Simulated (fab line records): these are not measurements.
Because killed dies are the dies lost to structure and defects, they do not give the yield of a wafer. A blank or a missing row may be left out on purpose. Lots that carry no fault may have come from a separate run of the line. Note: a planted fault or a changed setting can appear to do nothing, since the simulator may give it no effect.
fab line records    flow nand-harc
[record] lots = 7  wafers = 21  last-day = 24
route steps=1159 shown A_M0@1006 END@1159
lots with no fault: from the same line, run without faults
start-h: hours from the record's opening day to when the first of the lot's shown wafers began    wait-h: time in hours since the lot's previous step    " as in the row above    L1.1+2: a single row standing in for several wafers    - no value, or no start given    * or withheld: withheld    < > ~ a bound
route shown NAME@n: NAME is a module with steps in the file, n the number in the route of the first one    usual: mean/standard deviation of fault-free wafers    same: alike in all rows    chamber/n: place in a boat    sites: the reading at each site    _std_site: standard deviation across them    _edge_site: mean of outer sites minus mean of inner sites    radius-mm: for every site, how far away it sits from the centre of the wafer    mask NAME#n: copy n    behind: tool/chamber where the wafer was last shaped    hold: what put the lot on hold/how long, in hours/how the hold closed    device: whichever transistor did not switch (one of n, p or np)    end of line: the tests these same wafers got at the end of their route    for a step that has no rows: nothing shown but its recipe    killed: dies that structure and defects cost at the first sort, which is not the same as the wafer's yield    map: the dies of a wafer, with x for killed, . for not killed, _ for no die there
set.NAME: the run value of the setting; set.NAME@STEP: its run value at that earlier step    model.NAME: the simulator's own value behind a step, which no gauge read
a table for each step, a row for each wafer; lots at some steps of the route
services: when a tool's chamber went out of use (start-h, in hours from the record's first day, below 0 if earlier), for how many hours, and the reason
[[steps]]
[step NHARC_A_M0_INSPECT_11]
[usual] raw-defect-count = 30/16
lot.wafer  tool               chamber  start-h  wait-h  raw-defect-count
L228.1     defect-inspect-02  -        405.09   0.0     15
L228.5     "                  -        "        "       9
L228.6     "                  -        "        "       10
L232.2     defect-inspect-01  -        425.31   0.0     34
L232.4     "                  -        "        "       32
L232.5     "                  -        "        "       28
L242.1     defect-inspect-02  -        491.47   0.0     12
L242.2     "                  -        "        "       18
L242.6     "                  -        "        "       12
L243.2     defect-inspect-01  -        497.50   0.0     14
L243.3     "                  -        "        "       17
L243.4     "                  -        "        "       13
L244.2     defect-inspect-02  -        497.71   0.0     54
L244.5     "                  -        "        "       49
L244.6     "                  -        "        "       58
L248.3     defect-inspect-01  -        518.25   0.0     47
L248.5     "                  -        "        "       46
L248.6     "                  -        "        "       44
L250.1     defect-inspect-02  -        532.36   0.0     7
L250.2     "                  -        "        "       15
L250.4     "                  -        "        "       13
[step NHARC_A_M0_DESCUM_14]
[recipe] time-s = 3  o2-flow-sccm = 200  ar-flow-sccm = 0  bias-power-w = 0  chemistry = O2
[usual] drypump-motor-current-A = 5.6/0.45  oes-product-au = 0.995/0.0098  rf-vpp-V = 57.5/0.83  showerhead-plenum-p-Torr = 1.86/0.067  throttle-valve-pct = 11.311/0.0093
lot.wafer  tool         chamber  start-h  wait-h  drypump-motor-current-A  oes-product-au  rf-hours-counter-h  rf-vpp-V  showerhead-plenum-p-Torr  throttle-valve-pct
L228.1     rie-diel-11  1        405.18   0.1     5.0                      0.996           2.4                 58.8      2.04                      11.312
L228.6     "            2        "        "       6.2                      0.995           -                   56.4      1.81                      11.309
L228.5     "            3        "        "       5.6                      1.000           -                   58.0      1.94                      11.309
L232.2     rie-diel-11  3        425.38   0.1     5.6                      1.003           3.6                 58.0      1.94                      11.309
L232.5     "            2        "        "       6.2                      1.003           -                   57.3      1.81                      11.307
L232.4     "            3        "        "       5.6                      1.002           -                   56.9      1.94                      11.310
L242.1     rie-diel-11  2        491.53   0.1     6.2                      0.989           9.0                 57.4      1.81                      11.310
L242.2     "            1        "        "       5.0                      0.989           10.1                59.1      2.04                      11.309
L242.6     "            3        "        "       5.7                      1.003           -                   56.9      1.94                      11.302
L243.4     rie-diel-03  3        497.56   0.1     5.0                      1.001           8.3                 57.5      1.82                      11.331
L243.3     "            0        "        "       5.9                      0.997           8.0                 58.3      1.89                      11.316
L243.2     "            1        "        "       5.5                      1.011           8.0                 57.2      1.94                      11.307
L244.2     rie-diel-12  0        497.79   0.1     5.7                      0.983           7.7                 57.0      1.83                      11.324
L244.6     "            2        "        "       5.6                      1.006           -                   58.7      1.91                      11.312
L244.5     "            3        "        "       5.8                      0.975           -                   55.8      1.85                      11.300
L248.3     rie-diel-12  3        518.33   0.1     5.8                      0.974           9.8                 57.8      1.85                      11.290
L248.5     "            0        "        "       5.7                      0.988           -                   58.1      1.83                      11.303
L248.6     "            3        "        "       5.8                      0.978           -                   58.0      1.85                      11.302
L250.2     rie-diel-03  2        532.42   0.1     6.4                      0.984           9.7                 57.8      1.78                      11.300
L250.1     "            0        "        "       5.9                      0.986           10.3                56.8      1.88                      11.309
L250.4     "            1        "        "       5.5                      1.008           9.8                 57.8      1.94                      11.301
[step NHARC_A_M0_ETCH_34]
[recipe] target-depth-a = 400  overetch-a = 120  time-s = 43.94  ion-energy-ev = 200  n2-flow-sccm = 150  h2-flow-sccm = 150  ar-flow-sccm = 0  rf-w = 400  bias-w = 150  chemistry = N2/H2
[step NHARC_A_M0_ETCH_15]
[recipe] target-depth-a = 1500  overetch-a = 150  time-s = 82.5  c4f8-flow-sccm = withheld  ar-flow-sccm = 400  rf-w = 600  bias-w = 300  chemistry = C4F8/Ar
[step NHARC_A_M0_CD_MEAS_16]
[usual] cd-nm = 80.2/0.77
lot.wafer  tool       chamber  start-h  wait-h  cd-nm
L228.1     cd-sem-03  -        405.45   -       79.5
L228.5     "          -        "        "       78.8
L228.6     "          -        "        "       80.2
L232.2     cd-sem-03  -        425.72   -       79.8
L232.4     "          -        "        "       80.8
L232.5     "          -        "        "       79.2
L242.1     cd-sem-02  -        491.83   -       79.5
L242.2     "          -        "        "       80.1
L242.6     "          -        "        "       80.8
L243.2     cd-sem-01  -        497.86   -       80.9
L243.3     "          -        "        "       81.1
L243.4     "          -        "        "       82.0
L244.2     cd-sem-02  -        498.07   -       81.2
L244.5     "          -        "        "       80.4
L244.6     "          -        "        "       80.3
L248.3     cd-sem-02  -        518.66   -       80.2
L248.5     "          -        "        "       79.4
L248.6     "          -        "        "       79.5
L250.1     cd-sem-03  -        532.72   -       80.5
L250.2     "          -        "        "       79.8
L250.4     "          -        "        "       80.1
[step NHARC_A_M0_STRIP_18]
[recipe] power-w = 1000  n2-flow-sccm = 150  h2-flow-sccm = 150  ar-flow-sccm = 0  bias-w = 0  chemistry = N2/H2
[step NHARC_A_M0_STRIP_19]
[recipe] time-s = 600  temp-c = 30  chemistry = post-etch-residue-remover
[step NHARC_A_M0_DEGAS_28]
[recipe] temp-c = 250  time-s = 60
[step NHARC_A_M0_PRE_CLEAN_29]
[recipe] time-s = 30  temp-c = 280  gas = H2/He
[usual] heater-power-w = 392/46
lot.wafer  tool            chamber  start-h  wait-h  heater-power-w
L228.1     pvd-sputter-01  -        -        -       409
L228.6     "               -        "        "       412
L228.5     "               -        "        "       414
L232.4     pvd-sputter-03  -        -        -       292
L232.2     "               -        "        "       333
L232.5     "               -        "        "       290
L242.2     pvd-sputter-03  -        -        -       325
L242.1     "               -        "        "       389
L242.6     "               -        "        "       356
L243.2     pvd-sputter-02  -        -        -       410
L243.4     "               -        "        "       385
L243.3     "               -        "        "       375
L244.2     pvd-sputter-03  -        -        -       406
L244.5     "               -        "        "       418
L244.6     "               -        "        "       318
L248.3     pvd-sputter-03  -        -        -       364
L248.6     "               -        "        "       414
L248.5     "               -        "        "       316
L250.1     pvd-sputter-01  -        -        -       408
L250.4     "               -        "        "       416
L250.2     "               -        "        "       515
[step NHARC_A_M0_PVD_20]
[recipe] target-thk-a = 50  bias-v = 168.6  power-w = 15000  chamber-pressure-pa = 0.12  time-s = 8.06  substrate-temp-c = 50  material = TaN
[usual] substrate-temp-c = 49.99/0.11  throttle-valve-pct = 30.5/1.1
lot.wafer  tool            chamber  start-h  wait-h  substrate-temp-c  throttle-valve-pct
L228.1     pvd-sputter-01  -        -        -       50.07             29.8
L228.6     "               -        "        "       50.09             31.5
L228.5     "               -        "        "       50.13             30.1
L232.2     pvd-sputter-03  -        -        -       50.00             28.8
L232.4     "               -        "        "       50.07             30.5
L232.5     "               -        "        "       49.98             28.8
L242.1     pvd-sputter-03  -        -        -       49.98             31.9
L242.2     "               -        "        "       50.06             32.0
L242.6     "               -        "        "       50.04             32.2
L243.4     pvd-sputter-02  -        -        -       49.96             30.7
L243.2     "               -        "        "       49.95             28.2
L243.3     "               -        "        "       49.99             30.9
L244.2     pvd-sputter-03  -        -        -       50.05             31.8
L244.5     "               -        "        "       50.01             31.8
L244.6     "               -        "        "       49.99             29.4
L248.3     pvd-sputter-03  -        -        -       49.95             32.1
L248.5     "               -        "        "       50.02             32.2
L248.6     "               -        "        "       49.95             29.6
L250.1     pvd-sputter-01  -        -        -       49.93             30.6
L250.4     "               -        "        "       50.02             30.9
L250.2     "               -        "        "       49.80             31.5
[step NHARC_A_M0_PVD_21]
[recipe] target-thk-a = 300  chamber-pressure-pa = 5  power-w = 5000  substrate-temp-c = 30  time-s = 20.49  material = Cu
[usual] substrate-temp-c = 30.01/0.12  throttle-valve-pct = 30.5/1.1
lot.wafer  tool            chamber  start-h  wait-h  substrate-temp-c  throttle-valve-pct
L228.1     pvd-sputter-01  -        -        -       30.08             29.9
L228.6     "               -        "        "       30.07             30.0
L228.5     "               -        "        "       29.97             31.4
L232.4     pvd-sputter-03  -        -        -       30.09             30.3
L232.2     "               -        "        "       29.79             31.9
L232.5     "               -        "        "       29.90             28.9
L242.1     pvd-sputter-03  -        -        -       29.90             32.1
L242.2     "               -        "        "       30.37             29.6
L242.6     "               -        "        "       29.93             30.7
L243.2     pvd-sputter-02  -        -        -       30.15             30.7
L243.4     "               -        "        "       29.98             27.9
L243.3     "               -        "        "       29.77             30.9
L244.2     pvd-sputter-03  -        -        -       30.06             31.9
L244.5     "               -        "        "       30.11             32.0
L244.6     "               -        "        "       30.02             32.1
L248.3     pvd-sputter-03  -        -        -       29.86             30.4
L248.5     "               -        "        "       29.98             29.7
L248.6     "               -        "        "       30.17             30.9
L250.4     pvd-sputter-01  -        -        -       29.90             31.9
L250.1     "               -        "        "       30.11             30.5
L250.2     "               -        "        "       30.08             30.7
[step NHARC_A_M0_ECD_22]
[recipe] target-thk-a = 4000  bath-temp-c = 25  material = Cu
[step NHARC_A_M0_ANNEAL_30]
[recipe] temp-c = 225  time-s = 90
[usual] anneal-temp-c = 225.00/0.19  anneal-temp-c-max = 226.3/0.44  wafer_temp_C_max = 226.08/0.27
lot.wafer  tool           chamber  start-h  wait-h  anneal-temp-c  anneal-temp-c-max  wafer_temp_C_max
L228.1     rtp-anneal-01  0        406.87   0.3     224.88         226.9              226.19
L228.5     "              0        "        "       225.11         226.7              226.44
L228.6     "              0        "        "       225.01         226.5              225.87
L232.2     rtp-anneal-01  0        427.18   0.4     225.04         227.0              226.52
L232.4     "              0        "        "       225.41         227.2              226.18
L232.5     "              0        "        "       225.14         226.4              226.14
L242.1     rtp-anneal-02  -        493.18   -       -              -                  -
L242.2     "              -        "        "       -              -                  -
L242.6     "              -        "        "       -              -                  -
L243.2     rtp-anneal-02  -        499.27   -       -              -                  -
L243.3     "              -        "        "       -              -                  -
L243.4     "              -        "        "       -              -                  -
L244.2     rtp-anneal-01  -        499.57   -       -              -                  -
L244.5     "              -        "        "       -              -                  -
L244.6     "              -        "        "       -              -                  -
L248.3     rtp-anneal-02  0        520.12   0.3     225.01         226.1              226.10
L248.5     "              0        "        "       224.68         225.6              226.17
L248.6     "              0        "        "       224.78         225.6              225.94
L250.1     rtp-anneal-02  0        534.33   0.3     225.05         226.0              225.98
L250.2     "              0        "        "       224.91         225.8              226.64
L250.4     "              0        "        "       224.88         226.1              225.70
[step NHARC_A_M0_CMP_23]
[recipe] t-overpolish-s = 20  target-thk-nm = 113.75
[usual] motor-current-A = 12.0/1  slurry-flow-ml-min = 149.9/0.53  time-to-endpoint-s = 29/3.1
lot.wafer  tool    chamber  start-h  wait-h  motor-current-A  slurry-flow-ml-min  time-to-endpoint-s
L228.1     cmp-02  3        407.31   -       10.8             149.6               32
L228.5     "       0        "        "       11.4             148.8               25
L228.6     "       1        "        "       11.7             149.9               25
L232.2     cmp-02  2        427.54   -       13.1             150.6               29
L232.4     "       3        "        "       11.7             149.2               34
L232.5     "       0        "        "       11.5             149.1               30
L242.2     cmp-03  1        493.55   -       13.6             149.8               31
L242.1     "       2        "        "       13.1             150.6               34
L242.6     "       1        "        "       12.8             150.1               33
L243.4     cmp-02  1        499.56   -       10.7             150.2               24
L243.2     "       2        "        "       13.2             150.1               26
L243.3     "       0        "        "       11.3             150.3               25
L244.2     cmp-03  1        499.93   -       12.5             150.1               34
L244.5     "       3        "        "       10.2             149.4               37
L244.6     "       0        "        "       10.9             149.0               34
L248.3     cmp-04  0        520.45   -       12.8             149.7               27
L248.5     "       1        "        "       12.7             148.8               34
L248.6     "       2        "        "       12.6             150.4               30
L250.4     cmp-02  2        534.69   -       13.6             150.2               23
L250.1     "       3        "        "       11.3             149.8               30
L250.2     "       0        "        "       11.2             149.3               26
[step NHARC_END_SORT_01]
[recipe] temp-c = 25
[usual] defect-limited-yield = 95.3/1.6  killed-at-array = 27/12  killed-at-other = 0.8/1  killed-at-periphery = 4.0/2.5  killed-dies = 32/11  killed-open = 3.3/1.8  killed-short = 2.0/1.5  sort_bin_2_pct = 1.5/0.59  sort_bin_3_pct = 0.27/0.22  sort_bin_4_pct = 3.0/1.1  sort-n-pass = 645/11  sort-rim-yield-pct = 95.6/2.7  sort-yield-pct = 95.3/1.6
[same] gross-dies = 677  sort_bin_5_pct[%] = 0  sort_bin_6_pct[%] = 0  sort_bin_7_pct[%] = 0  sort_bin_8_pct[%] = 0  sort-rim-n-gross = 106.00
lot.wafer  tool       chamber  start-h  wait-h  defect-limited-yield[%]  killed-at-array  killed-at-other  killed-at-periphery  killed-dies  killed-open  killed-short  sort_bin_2_pct[%]  sort_bin_3_pct[%]  sort_bin_4_pct[%]  sort-n-pass  sort-rim-yield-pct[%]  sort-yield-pct[%]
L228.1     prober-02  0        459.51   2.5     96.8                     15               0                7                    22           4            2             1.2                0.15               1.9                655          95.3                   96.8
L228.5     prober-02  0        462.69   3.7     97.9                     9                0                5                    14           4            0             0.6                0                  1.5                663          98.1                   97.9
L228.6     prober-02  0        463.49   4.0     97.6                     9                1                6                    16           0            1             1.2                0                  1.2                661          96.2                   97.6
L232.2     prober-02  0        468.11   2.8     95.1                     31               0                2                    33           0            5             1.5                0.30               3.1                644          93.4                   95.1
L232.4     prober-02  0        469.70   3.4     95.1                     30               0                3                    33           2            2             1.0                0.30               3.5                644          97.2                   95.1
L232.5     prober-02  0        470.49   3.7     94.5                     31               0                6                    37           1            3             1.9                0.15               3.4                640          95.3                   94.5
L243.2     prober-02  0        533.92   2.8     92.0                     47               2                5                    54           5            2             5.0                0.59               2.4                623          82.1                   92.0
L243.3     prober-02  0        534.73   3.1     92.3                     49               0                3                    52           4            0             5.2                0.30               2.2                625          77.4                   92.3
L243.4     prober-02  0        535.54   3.4     93.9                     36               0                5                    41           2            3             4.6                0.30               1.2                636          84.9                   93.9
L244.2     prober-01  0        544.72   2.8     89.4                     64               1                7                    72           5            0             5.8                0.30               4.6                605          92.5                   89.4
L244.5     prober-01  0        547.13   3.7     90.3                     63               0                3                    66           2            1             5.5                0.59               3.7                611          88.7                   90.3
L244.6     prober-01  0        547.93   4.0     88.0                     77               1                3                    81           3            3             7.1                0.44               4.4                596          93.4                   88.0
L248.3     prober-01  0        561.18   3.1     94.8                     35               0                0                    35           0            0             1.8                0.15               3.2                642          99.1                   94.8
L248.5     prober-01  0        562.77   3.7     92.8                     47               2                0                    49           2            4             2.5                0.74               4.0                628          94.3                   92.8
L248.6     prober-01  0        563.57   4.0     95.3                     29               0                3                    32           3            3             1.2                1.03               2.5                645          93.4                   95.3
L250.1     prober-02  0        572.68   2.5     97.3                     15               1                2                    18           1            4             0.4                0.30               1.9                659          97.2                   97.3
L250.2     prober-02  0        573.49   2.8     96.8                     15               2                5                    22           2            2             1.3                0                  1.9                655          98.1                   96.8
L250.4     prober-02  0        575.11   3.4     96.6                     11               2                10                   23           1            1             0.7                0.44               2.2                654          98.1                   96.6
// killed by level:class
L228.1 A_STAIRCASE:chamber-film-flake=4 A_CHANNEL_HOLE_D1:chamber-film-flake=3 P_CONTACT:geometric-particle:open=2 P_ZERO_WELL:chamber-film-flake=2 P_BONDPAD:chamber-film-flake=2 A_SLIT:chamber-film-flake=2 P_M0:geometric-particle:short=1 A_SOURCE_PLATE:geometric-particle:open=1
L228.5 P_BONDPAD:chamber-film-flake=5 A_CONTACT:geometric-particle:open=3 A_SGD_CUT:chamber-film-flake=2 A_M0:geometric-particle:open=1 A_CHANNEL_HOLE_D1:chamber-film-flake=1 A_CHANNEL_FILL_D1:chamber-film-flake=1 A_STAIRCASE:chamber-film-flake=1
L228.6 P_BONDPAD:chamber-film-flake=6 A_CHANNEL_HOLE_D1:chamber-film-flake=4 A_STAIRCASE:chamber-film-flake=2 A_SGD_CUT:chamber-film-flake=2 STARTING-WAFER:geometric-particle:short=1 A_ZERO_WELL:chamber-film-flake=1
L232.2 A_CHANNEL_HOLE_D1:chamber-film-flake=12 A_SLIT:chamber-film-flake=9 A_STAIRCASE:chamber-film-flake=3 A_WL_FILL:geometric-particle:short=2 P_CONTACT:geometric-particle:short=1 A_SOURCE_PLATE:geometric-particle:short=1 A_ONON_D1:geometric-particle:short=1 P_GATE:chamber-film-flake=1
L232.4 A_CHANNEL_HOLE_D1:chamber-film-flake=13 A_SLIT:chamber-film-flake=8 A_STAIRCASE:chamber-film-flake=3 P_ZERO_WELL:chamber-film-flake=2 A_M1:chamber-film-flake=2 P_STI:geometric-particle:open=1 A_SGD_CUT:geometric-particle:short=1 A_M0:geometric-particle:short=1
L232.5 A_CHANNEL_HOLE_D1:chamber-film-flake=11 A_SLIT:chamber-film-flake=11 P_ZERO_WELL:chamber-film-flake=3 A_STAIRCASE:chamber-film-flake=3 A_CONTACT:chamber-film-flake=2 P_GATE:geometric-particle:short=1 A_ONON_D1:geometric-particle:short=1 A_WL_FILL:geometric-particle:short=1
L243.2 A_M0:area-anneal=28 A_CHANNEL_HOLE_D1:chamber-film-flake=10 A_CONTACT:geometric-particle:open=2 A_STAIRCASE:chamber-film-flake=2 P_GATE:geometric-particle:open=1 A_ONON_D1:geometric-particle:open=1 A_SGD_CUT:geometric-particle:short=1 A_CONTACT:geometric-particle:short=1
L243.3 A_M0:area-anneal=29 A_CHANNEL_HOLE_D1:chamber-film-flake=6 A_WL_FILL:chamber-film-flake=5 A_CONTACT:chamber-film-flake=4 P_CONTACT:geometric-particle:open=1 A_SOURCE_PLATE:geometric-particle:open=1 A_SGD_CUT:geometric-particle:open=1 A_WL_FILL:geometric-particle:open=1
L243.4 A_M0:area-anneal=25 A_CHANNEL_HOLE_D1:chamber-film-flake=5 A_CONTACT:chamber-film-flake=4 P_STI:geometric-particle:short=1 P_M0:geometric-particle:short=1 P_M2:geometric-particle:open=1 A_CHANNEL_FILL_D1:geometric-particle:short=1 A_WL_FILL:geometric-particle:open=1
L244.2 A_M0:area-anneal=25 A_CHANNEL_HOLE_D1:chamber-film-flake=17 A_SLIT:chamber-film-flake=14 P_GATE:chamber-film-flake=4 A_CONTACT:chamber-film-flake=3 P_CONTACT:geometric-particle:open=2 A_ONON_D1:geometric-particle:open=1 A_CHANNEL_HOLE_D1:geometric-particle:open=1
L244.5 A_M0:area-anneal=26 A_CHANNEL_HOLE_D1:chamber-film-flake=20 A_SLIT:chamber-film-flake=13 A_CONTACT:chamber-film-flake=3 P_CONTACT:geometric-particle:short=1 P_CONTACT:geometric-particle:open=1 A_WL_FILL:geometric-particle:open=1 P_GATE:chamber-film-flake=1
L244.6 A_M0:area-anneal=28 A_CHANNEL_HOLE_D1:chamber-film-flake=23 A_SLIT:chamber-film-flake=20 A_ONON_D1:geometric-particle:short=2 A_CONTACT:chamber-film-flake=2 P_M0:geometric-particle:short=1 P_M2:geometric-particle:open=1 A_CONTACT:geometric-particle:open=1
L248.3 A_SLIT:chamber-film-flake=22 A_CONTACT:chamber-film-flake=7 A_CHANNEL_HOLE_D1:chamber-film-flake=5 A_STAIRCASE:chamber-film-flake=1
L248.5 A_SLIT:chamber-film-flake=22 A_CONTACT:chamber-film-flake=9 A_STAIRCASE:chamber-film-flake=5 A_CHANNEL_HOLE_D1:chamber-film-flake=4 A_WL_FILL:geometric-particle:short=2 A_CONTACT:geometric-particle:short=2 A_CHANNEL_HOLE_D1:geometric-particle:open=1 STARTING-WAFER:geometric-particle:open=1
L248.6 A_SLIT:chamber-film-flake=16 A_CHANNEL_HOLE_D1:chamber-film-flake=4 A_STAIRCASE:chamber-film-flake=2 A_CONTACT:chamber-film-flake=2 P_CONTACT:geometric-particle:short=1 P_CONTACT:geometric-particle:open=1 A_WL_FILL:geometric-particle:short=1 A_WL_FILL:geometric-particle:open=1
L250.1 A_CHANNEL_HOLE_D1:chamber-film-flake=4 A_CONTACT:chamber-film-flake=4 A_CHANNEL_HOLE_D1:geometric-particle:short=3 A_BONDPAD:chamber-film-flake=3 P_M1:geometric-particle:open=1 A_ONON_D1:geometric-particle:short=1 P_M1:chamber-film-flake=1 THIN_TSV:chamber-film-flake=1
L250.2 A_CHANNEL_HOLE_D1:chamber-film-flake=9 P_M1:chamber-film-flake=3 P_CONTACT:geometric-particle:short=2 A_M0:geometric-particle:open=2 A_STAIRCASE:chamber-film-flake=2 THIN_TSV:chamber-film-flake=2 A_CONTACT:chamber-film-flake=1 A_BONDPAD:chamber-film-flake=1
L250.4 P_M1:chamber-film-flake=5 A_CHANNEL_HOLE_D1:chamber-film-flake=4 A_CONTACT:chamber-film-flake=4 P_STI:chamber-film-flake=3 A_BONDPAD:chamber-film-flake=2 THIN_TSV:chamber-film-flake=2 P_CONTACT:geometric-particle:open=1 P_CONTACT:geometric-particle:short=1
// map L243.2 (x killed, . not)
____________.____________
_________......._________
_______x.........._______
______x............______
_____.x............._____
____..x.........x....____
____.................____
___...................___
___..xx...............___
__.....................__
__x...............x...x__
_...........x..........._
_.x............x........_
_x.......x......x......._
_.x.x........x..x.x....._
_...............x......._
x....x.........x.......xx
x.............x.x........
...............x..x......
x.xx.....................
......x..................
_x......................_
_x......................_
_......................._
_x.....x.x.............._
_x...x.................._
__.xx..................__
__x....................__
___x..................___
___.................x.___
____x..x.............____
____.................____
_____.......x...x..x_____
______............x______
_______..........._______
_________......._________
____________.____________
// map L244.6 (x killed, . not)
____________.____________
_________......._________
_______..........._______
______.............______
_____..............._____
____...............x.____
____.................____
___....x..............___
___...................___
__..........x..........__
__..........x..........__
_...........xx.........._
_......................._
_........xxxxxx..x......_
_..........xx..x....x.x._
_.........xxxx.........._
..........xx.x......x....
..........x...xx.........
.....x.....xx..x.........
.........x.x.....x.......
...................x..xx.
_................x...xx._
_.......x.....xx........_
_..........x.x.......x.._
_...........xx.........._
_.........x.x..x.x......_
__....................x__
__..............x......__
___......x....x.......___
___............x......___
____..........xxx....____
____.........xxxxx...____
_____........xxxxx.._____
______.....x.xx.xx.______
_______.........x._______
_________....xxx_________
____________.____________
[[services]]
tool            chamber  start-h  hours  kind
rie-diel-12     -        381.29   9.0    pm
pvd-sputter-02  -        392.05   10.0   pm
rie-diel-03     -        392.33   9.0    pm
cmp-04          -        399.16   4.0    pm
pvd-sputter-01  -        399.50   2.3    repair
rie-diel-11     -        400.73   0.2    repair
rie-diel-03     0        402.85   3.0    repair
rie-diel-11     1        407.61   1.2    repair
rie-diel-11     3        413.71   2.8    repair
rie-diel-11     0        419.63   6.9    repair
cmp-02          -        422.69   4.0    pm
cmp-02          -        449.29   1.1    repair
rie-diel-11     3        454.92   3.6    repair
cmp-03          -        456.54   0.5    repair
pvd-sputter-03  -        458.03   10.0   pm
cmp-02          -        472.17   1.2    repair
cmp-03          -        474.21   4.0    pm
pvd-sputter-01  -        506.87   1.2    repair
pvd-sputter-02  -        511.08   3.1    repair
pvd-sputter-01  -        514.01   10.0   pm
rie-diel-12     1        516.28   3.6    repair
cmp-02          -        520.69   4.0    pm
rtp-anneal-02   -        523.08   2.3    repair
pvd-sputter-02  -        525.84   12.5   repair
[[key]]
[first-sign] step = NHARC_A_M0_ANNEAL_30  reading = tool-record  direction = missing
[effect] step = NHARC_END_SORT_01  reading = sort_bin_2_pct  direction = up  sigmas = 6.8  usual = 1.5  struck = 5.5
met-at NHARC_A_M0_ANNEAL_30
struck-wafers L242.1,L242.2,L242.6,L243.2,L243.3,L243.4,L244.2,L244.5,L244.6
sort-left-out L242.1,L242.2,L242.6
onset-between 427.18 493.18
[fault] kind = skipped-step-whole  tool = rtp-anneal-01,rtp-anneal-02  chamber = -  onset-h = 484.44  steps = NHARC_A_M0_ANNEAL_30  scope = struck-lots-only
// sort-left-out: the simulated sort isn't trusted on such a fault, so these wafers' sort isn't shown, and their yield isn't known
